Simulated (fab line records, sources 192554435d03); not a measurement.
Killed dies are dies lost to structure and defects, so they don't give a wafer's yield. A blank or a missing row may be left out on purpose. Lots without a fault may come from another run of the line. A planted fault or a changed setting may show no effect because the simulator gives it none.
Chamber matching | flow n5_finfet | N5_BEOL_M12_CMP_49 on cmp-04: 4 sister chambers
The step polishes, stops on SiOC, t overpolish 20.6 s, target thk 320 nm. 4 wafers are shown with their chamber, then 9 later ones without.

WAFERS WITH THEIR CHAMBER
wafer  | chamber | motor_current_A (A)
L086.2 | 2       | 6.3
L091.6 | 0       | 6.7
L092.4 | 3       | 7.3
L092.5 | 1       | 6.6

WAFERS WITHOUT THEIR CHAMBER
wafer  | motor_current_A (A)
L097.2 | 7.4
L097.4 | 5.9
L097.6 | 6.4
L095.1 | 6.3
L095.4 | 6.5
L095.6 | 6.2
L094.2 | 6.2
L094.5 | 6.4
L094.6 | 6.3

WHICH CHAMBER EACH WENT THROUGH
wafer  | from the rows above          | in truth
L097.2 | 3                            | 3
L097.4 | can't be placed: 2 or 1      | 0
L097.6 | can't be placed: 2 or 1 or 0 | 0
L095.1 | can't be placed: 2 or 1      | 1
L095.4 | can't be placed: 1 or 0 or 2 | 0
L095.6 | can't be placed: 2 or 1      | 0
L094.2 | can't be placed: 2 or 1      | 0
L094.5 | can't be placed: 2 or 1 or 0 | 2
L094.6 | can't be placed: 2 or 1      | 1
Placed correctly: 1 of 9. Can't be placed from these rows: 8 (the true chamber is among the candidates in 5). Placed wrongly: 0.
How it was worked out, from the rows above alone: a wafer's distance from a chamber is the root of the sum, over the readings, of the square of ((its reading less the chamber's mean) divided by the reading's scatter). The wafer belongs to the nearest chamber; if the next one is less than 2 further off, it can't be placed. A chamber's mean is the mean of its shown wafers. The scatter: with one shown wafer a chamber, the root of the mean of the squares of how far each hidden wafer lies from its nearest shown one.
